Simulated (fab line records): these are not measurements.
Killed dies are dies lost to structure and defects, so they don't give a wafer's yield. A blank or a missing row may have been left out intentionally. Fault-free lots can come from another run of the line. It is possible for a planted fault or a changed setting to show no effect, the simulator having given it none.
Chamber matching ; flow n5_finfet ; N5_BEOL_M12_TRENCH_ETCH_34 on rie_diel-04 has 4 sister chambers
The step etches SiOC in C4F8/O2/Ar, target depth 318.95 nm, time 125.5 s. 18 wafers are shown with their chamber, then 9 later ones without.

## WAFERS WITH THEIR CHAMBER
wafer;chamber;drypump_motor_current_A (A);showerhead_plenum_p_Torr (Torr);throttle_valve_pct (%)
L077.1;3;6.3;3.42;23.9
L077.4;2;6.3;3.58;24.3
L077.6;0;5.0;3.33;24.5
L082.1;0;5.0;3.33;24.5
L082.5;0;5.0;3.33;24.5
L082.6;1;5.8;3.50;23.8
L088.1;2;6.3;3.57;24.3
L088.2;1;5.8;3.49;23.9
L088.5;1;5.8;3.49;23.9
L084.1;3;6.3;3.42;23.9
L084.2;1;5.8;3.49;23.9
L084.3;2;6.3;3.57;24.3
L089.1;0;5.0;3.32;24.6
L089.4;2;6.2;3.56;24.3
L089.6;0;5.0;3.32;24.6
L090.1;2;6.3;3.56;24.3
L090.2;0;5.0;3.32;24.6
L090.3;1;5.8;3.49;23.9

SIGNATURES (means of the wafers above)
reading;chamber 0;chamber 1;chamber 2;chamber 3;scatter within a chamber
drypump_motor_current_A;5.000;5.800;6.280;6.300;0.0239
showerhead_plenum_p_Torr;3.3250;3.4920;3.5680;3.4200;0.00604
throttle_valve_pct;24.550;23.880;24.300;23.900;0.0405
Rule: a wafer's distance from a chamber is the root of the sum, over the readings, of the square of ((its reading less the chamber's mean) divided by the reading's scatter). If the next closest chamber is less than 2 further off than the closest, the wafer can't be placed; otherwise it belongs to the closest. The scatter: take each reading less its chamber's mean, square it, sum over the shown wafers, divide by the number of wafers less the number of chambers, and take the root.

## WAFERS WITH NO CHAMBER GIVEN
wafer;drypump_motor_current_A (A);showerhead_plenum_p_Torr (Torr);throttle_valve_pct (%)
L091.1;6.3;3.41;23.9
L091.3;5.0;3.32;24.6
L091.6;5.0;3.32;24.6
L094.1;6.3;3.41;23.9
L094.2;5.0;3.32;24.6
L094.5;6.3;3.56;24.3
L093.3;5.0;3.32;24.5
L093.4;5.8;3.48;23.9
L093.5;5.0;3.31;24.6

## THE CHAMBER EACH PASSED THROUGH
wafer;from the rows above;in truth
L091.1;3;3
L091.3;0;0
L091.6;0;0
L094.1;3;3
L094.2;0;0
L094.5;2;2
L093.3;0;0
L093.4;1;1
L093.5;0;0
Correctly placed: 9 of 9. Can't be placed from these rows: 0. Wrongly placed: 0.
